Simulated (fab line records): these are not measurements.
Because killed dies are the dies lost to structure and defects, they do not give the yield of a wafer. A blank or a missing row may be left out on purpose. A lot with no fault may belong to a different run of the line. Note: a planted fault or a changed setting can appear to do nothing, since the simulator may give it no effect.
Which of the tools did it? ; flow nand_harc ; 14 lots, 42 wafers sampled, at 4 steps of a route of 1302

## WHAT THE GAUGES READ, wafer by wafer
NHARC_A_M1_CD_MEAS_16.
lot;measured;on;cd_nm (nm)
L281;day 23 07:45;cd_sem-03;121.2 118.7 120.4
L284;day 23 23:07;cd_sem-03;120.1 118.9 120.0
L283;day 24 00:27;cd_sem-03;119.7 119.3 119.8
L285;day 24 10:53;cd_sem-03;119.2 120.1 118.8
L286;day 25 10:44;cd_sem-03;119.2 119.7 120.2
L289;day 26 21:10;cd_sem-03;- - -
L293;day 27 09:31;cd_sem-02;- - -
L296;day 28 17:37;cd_sem-02;119.6 119.9 120.1
L295;day 28 22:25;cd_sem-03;119.9 118.9 119.5
L294;day 29 00:00;cd_sem-02;121.3 121.1 121.5
L297;day 30 13:01;cd_sem-01;119.7 120.0 119.0
L300;day 30 17:36;cd_sem-03;119.4 121.1 120.1
L301;day 31 17:01;cd_sem-02;120.7 121.1 121.0
L303;day 32 11:50;cd_sem-01;119.7 122.2 120.8

## TOOL THAT RAN EACH LOT (tool first, then ch and the chambers of the sampled wafers, then the start)
lot;NHARC_A_M0_PVD_21;NHARC_A_M1_EXPOSE_06;NHARC_A_M1_DESCUM_14
L281;pvd_sputter-01, day 23 07:07 or earlier;arfi_scanner-03 ch 0, day 23 07:07;rie_diel-10 ch 0,3, day 23 07:26
L284;pvd_sputter-03, day 23 22:29 or earlier;arfi_scanner-01 ch 0, day 23 22:29;rie_diel-05 ch 2,3, day 23 22:48
L283;pvd_sputter-01, day 23 23:49 or earlier;arfi_scanner-02 ch 0, day 23 23:49;rie_diel-10 ch 0,2,3, day 24 00:10
L285;pvd_sputter-03, day 24 10:15 or earlier;arfi_scanner-03 ch 0, day 24 10:15;rie_diel-10 ch 1,2,3, day 24 10:34
L286;pvd_sputter-03, day 25 10:07 or earlier;arfi_scanner-02 ch 0, day 25 10:07;rie_diel-06 ch 0,1,3, day 25 10:26
L289;pvd_sputter-01, day 26 20:32 or earlier;arfi_scanner-03, day 26 20:32;rie_diel-10 ch 2,3, day 26 20:51
L293;pvd_sputter-02, day 27 08:53 or earlier;arfi_scanner-02, day 27 08:53;rie_diel-06 ch 0,2,3, day 27 09:13
L296;pvd_sputter-03, day 28 16:59 or earlier;arfi_scanner-01 ch 0, day 28 16:59;rie_diel-10 ch 1,2,3, day 28 17:19
L295;pvd_sputter-03, day 28 21:47 or earlier;arfi_scanner-01 ch 0, day 28 21:47;rie_diel-05 ch 0,3, day 28 22:08
L294;pvd_sputter-02, day 28 23:22 or earlier;arfi_scanner-03 ch 0, day 28 23:22;rie_diel-05 ch 1,2,3, day 28 23:42
L297;pvd_sputter-02, day 30 12:23 or earlier;arfi_scanner-03 ch 0, day 30 12:23;rie_diel-06 ch 0,1,3, day 30 12:44
L300;pvd_sputter-02, day 30 16:59 or earlier;arfi_scanner-01 ch 0, day 30 16:59;rie_diel-06 ch 0,2, day 30 17:17
L301;pvd_sputter-01, day 31 16:20 or earlier;arfi_scanner-03 ch 0, day 31 16:20;rie_diel-06 ch 0,1,2, day 31 16:40
L303;pvd_sputter-02, day 32 11:13 or earlier;arfi_scanner-01 ch 0, day 32 11:13;rie_diel-06 ch 1,3, day 32 11:32
- NHARC_A_M0_PVD_21: deposits Cu, target thk 30 nm, time 20.49 s.
- NHARC_A_M1_EXPOSE_06: exposes mask A M1, target cd 120 nm.
- NHARC_A_M1_DESCUM_14: chemistry O2, time 3 s.

## AS READ BY THE TOOLS THEMSELVES (means over the sampled wafers that have a number; for cases with no such wafer, the mark the record gives instead)
NHARC_A_M0_PVD_21.
lot;tool;throttle_valve_pct (%)
L281;pvd_sputter-01;29.6
L284;pvd_sputter-03;29.8
L283;pvd_sputter-01;28.3
L285;pvd_sputter-03;29.5
L286;pvd_sputter-03;29.6
L289;pvd_sputter-01;29.0
L293;pvd_sputter-02;31.1
L296;pvd_sputter-03;29.6
L295;pvd_sputter-03;29.6
L294;pvd_sputter-02;30.5
L297;pvd_sputter-02;31.0
L300;pvd_sputter-02;30.6
L301;pvd_sputter-01;28.8
L303;pvd_sputter-02;30.4

NHARC_A_M1_EXPOSE_06.
lot;tool;exposure_dose_mJ_cm2;focus_offset_nm (nm)
L281;arfi_scanner-03;75.13;-0.5
L284;arfi_scanner-01;75.11;0.0
L283;arfi_scanner-02;75.06;0.6
L285;arfi_scanner-03;75.06;-0.1
L286;arfi_scanner-02;75.05;0.6
L289;arfi_scanner-03;-;-
L293;arfi_scanner-02;-;-
L296;arfi_scanner-01;75.14;0.6
L295;arfi_scanner-01;75.00;0.1
L294;arfi_scanner-03;75.04;1.2
L297;arfi_scanner-03;75.18;0.3
L300;arfi_scanner-01;75.19;-0.5
L301;arfi_scanner-03;75.09;0.6
L303;arfi_scanner-01;75.14;0.2

NHARC_A_M1_DESCUM_14.
lot;tool;drypump_motor_current_A (A);oes_product_au (a.u.);rf_vpp_V (V);showerhead_plenum_p_Torr (Torr);throttle_valve_pct (%)
L281;rie_diel-10;5.5;0.995;57.5;2.00;11.318
L284;rie_diel-05;6.1;0.998;57.4;1.89;11.308
L283;rie_diel-10;5.6;0.996;57.4;1.95;11.309
L285;rie_diel-10;5.7;1.001;57.8;1.95;11.308
L286;rie_diel-06;6.1;1.002;58.3;1.93;11.311
L289;rie_diel-10;5.5;1.007;57.4;1.92;11.312
L293;rie_diel-06;5.9;1.001;58.3;1.92;11.309
L296;rie_diel-10;5.7;1.011;58.3;1.95;11.319
L295;rie_diel-05;5.9;0.994;57.8;1.83;11.318
L294;rie_diel-05;6.2;0.996;58.4;1.91;11.314
L297;rie_diel-06;6.1;0.996;58.0;1.93;11.312
L300;rie_diel-06;6.0;0.997;55.7;1.85;11.313
L301;rie_diel-06;6.1;0.994;57.7;1.90;11.304
L303;rie_diel-06;6.0;1.000;59.1;2.00;11.309

## THE ANSWER, worked out from the rows above alone
Rule: what is usual is taken from the lots themselves. Put in order of their means at a reading, lots are off if they are a third of the lots or fewer, leave a main group of 4 or more, and stand apart from it by a gap of 3 or more times the standard deviation of the main group's means; of several such gaps the widest counts. The tables above print the reading to a certain number of digits; a main group whose means all agree to those digits is not used. A lot without any number at a reading at which 4 lots or more have one is off too. Where the step has rows for the other lots, those lots are counted as sound. The gauges are gone through in route order, then the tools' own readings, and for those a lot's mean is taken as printed above. At the first step where some lot is off, the reading lying furthest off is the one used; lots without a number count as furthest.
Off: L289, L293 (NHARC_A_M1_CD_MEAS_16, cd_nm). Without a number there: L289, L293. For the main group the mean is 120.1 nm and the standard deviation 0.62.
A tool fits if, at a process step before that reading, it ran every lot that is off, and no sound lot after the first of them. The gauges at NHARC_A_M1_CD_MEAS_16 aren't tried: what is off there is off at NHARC_A_M1_EXPOSE_06 too, on other tools, and a gauge's error can't cause that. With no start given for some of its lots, NHARC_A_M0_PVD_21 uses the hours and lot order of NHARC_A_M1_EXPOSE_06. None of those tried fits.

## WHAT THE SIMULATOR HAD INSERTED
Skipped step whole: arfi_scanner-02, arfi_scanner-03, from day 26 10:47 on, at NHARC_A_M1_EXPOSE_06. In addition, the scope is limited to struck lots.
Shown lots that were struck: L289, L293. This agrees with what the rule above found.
